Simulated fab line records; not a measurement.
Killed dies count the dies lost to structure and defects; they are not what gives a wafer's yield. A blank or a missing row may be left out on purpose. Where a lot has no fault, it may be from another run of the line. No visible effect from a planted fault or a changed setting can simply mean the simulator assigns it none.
Split-lot trial + flow n5Finfet + 7 lots, 21 wafers read, on a route of 1938 steps

== THE SPLIT ITSELF ==
At N5_BEOL_M9_ETCH_62 (etches SOC in N2/H2, target depth 110 nm, overetch 22 nm, time 165 s), the setting timeS was moved away from the recipe's 165 s on 6 of the 21 wafers read, by -7.8% to +15.8%. This setting was run at the recipe's value on the other wafers.

The reading is taken at the split's own step.

== THE READING ==
SiARC_of_BEOL_M9_COAT_60.thkNm (the simulator's own value, which no gauge read), in nm, at N5_BEOL_M9_ETCH_62 (etches SOC in N2/H2, target depth 110 nm, overetch 22 nm, time 165 s). The file gives no usual value for it. Average 23.3 nm, standard deviation 0.17 nm, over the 15 wafers here run with the recipe.

| wafer  | tool, chamber at the split | timeS as run, s | against the recipe | SiARC_of_BEOL_M9_COAT_60.thkNm, nm | against lot-mates on the recipe |
|--------|----------------------------|-----------------|--------------------|------------------------------------|---------------------------------|
| L079.1 | rieDiel-06, 3              | 165             | recipe             | 23.4                               | -                               |
| L079.5 | rieDiel-06, 1              | 181.9           | +10.2%             | 22.6                               | -0.9                            |
| L079.6 | rieDiel-06, 2              | 165             | recipe             | 23.6                               | -                               |
| L081.1 | rieDiel-02, 3              | 165             | recipe             | 23.4                               | -                               |
| L081.2 | rieDiel-02, 0              | 191             | +15.8%             | 22.2                               | -1.2                            |
| L081.5 | rieDiel-02, 0              | 191             | +15.8%             | 22.2                               | -1.2                            |
| L084.1 | rieDiel-06, 1              | 165             | recipe             | 23.2                               | -                               |
| L084.2 | rieDiel-06, 2              | 165             | recipe             | 23.4                               | -                               |
| L084.4 | rieDiel-06, 0              | 152.1           | -7.8%              | 23.8                               | +0.5                            |
| L087.2 | rieDiel-05, 2,0            | 165             | recipe             | 23.4                               | -                               |
| L087.4 | rieDiel-05, 2,0            | 165             | recipe             | 23.4                               | -                               |
| L087.3 | rieDiel-05, 3              | 165             | recipe             | 23.6                               | -                               |
| L091.2 | rieDiel-02, 3,0,1          | 165             | recipe             | 23.2                               | -                               |
| L091.3 | rieDiel-02, 3,0,1          | 165             | recipe             | 23.2                               | -                               |
| L091.5 | rieDiel-02, 3,0,1          | 165             | recipe             | 23.2                               | -                               |
| L093.2 | rieDiel-05, 1              | 165             | recipe             | 23.6                               | -                               |
| L093.4 | rieDiel-05, 3              | 165             | recipe             | 23.2                               | -                               |
| L093.6 | rieDiel-05, 0              | 165             | recipe             | 23.4                               | -                               |
| L096.1 | rieDiel-06, 1              | 179.1           | +8.5%              | 22.8                               | -0.2                            |
| L096.5 | rieDiel-06, 1              | 179.1           | +8.5%              | 22.8                               | -0.2                            |
| L096.2 | rieDiel-06, 3              | 165             | recipe             | 23                                 | -                               |
The file does not say which wafer passed through which chamber wherever a row lists several chambers: such a row stands for several wafers.

FIT RESULTS
A straight line over all 21 wafers: SiARC_of_BEOL_M9_COAT_60.thkNm changes by -0.0697 nm for each +1% of timeS; r = -0.94; the points scatter about the line by 0.15 nm.
The same after taking each lot's own level away (the mean of its wafers on the recipe; 21 wafers): -0.068 nm for each +1%; r = -0.93; scatter 0.16 nm.
Per that fit: largest timeS move, reading shift of 1.1 nm.
The span of the lots' own levels, 23.00 to 23.50 nm, comes to 2.9 times the standard deviation stated above.
Consequently the slope shifts little with the lot-to-lot level, the two slopes agreeing.
Check: with one of the wafers moved furthest among these (+15.8%) left out of the fit, the line predicts -0.997 nm for it against its lot-mates. Against them it came out at -1.2 nm.

== OTHER SPLITS APPLIED TO THESE WAFERS ==
These wafers also went through other splits before the reading. Each is held against what the fit with the lots' levels taken away leaves over:
| other split on the same wafers  | wafers away from the commonest value | r with SiARC_of_BEOL_M9_COAT_60.thkNm (lot level and that fit taken away) |
|---------------------------------|--------------------------------------|---------------------------------------------------------------------------|
| N5_BEOL_M8_DESCUM_33 timeS      | 8                                    | +0.04                                                                     |
| N5_BEOL_M8_TRENCH_ETCH_37 timeS | 8                                    | +0.26                                                                     |

== THE WHOLE CHAIN: every reading that the file lists as answering this split, in the file's order ==
| step                  | what it does                                                         | reading                                                                         | change (the file's fit)                                                              | r (the file's) |
|-----------------------|----------------------------------------------------------------------|---------------------------------------------------------------------------------|--------------------------------------------------------------------------------------|----------------|
| N5_BEOL_M9_ETCH_62    | etches SOC in N2/H2, target depth 110 nm, overetch 22 nm, time 165 s | SiARC_of_BEOL_M9_COAT_60.thkNm (the simulator's own value, which no gauge read) | -0.0692 nm for each +1% of the setting                                               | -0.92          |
| N5_BEOL_M9_HM_OPEN_17 | chemistry Cl2/BCl3, target TiN, target depth 20 nm, overetch 6 nm    | etch.depthNm (the simulator's own value, which no gauge read)                   | not straight: 19.82 at the lowest setting, 20.07 at the recipe, 17.42 at the highest | not given      |

== FILE'S OWN FIT ==
SiARC_of_BEOL_M9_COAT_60.thkNm changes by -0.0692 nm for each +1% of timeS, r = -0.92.
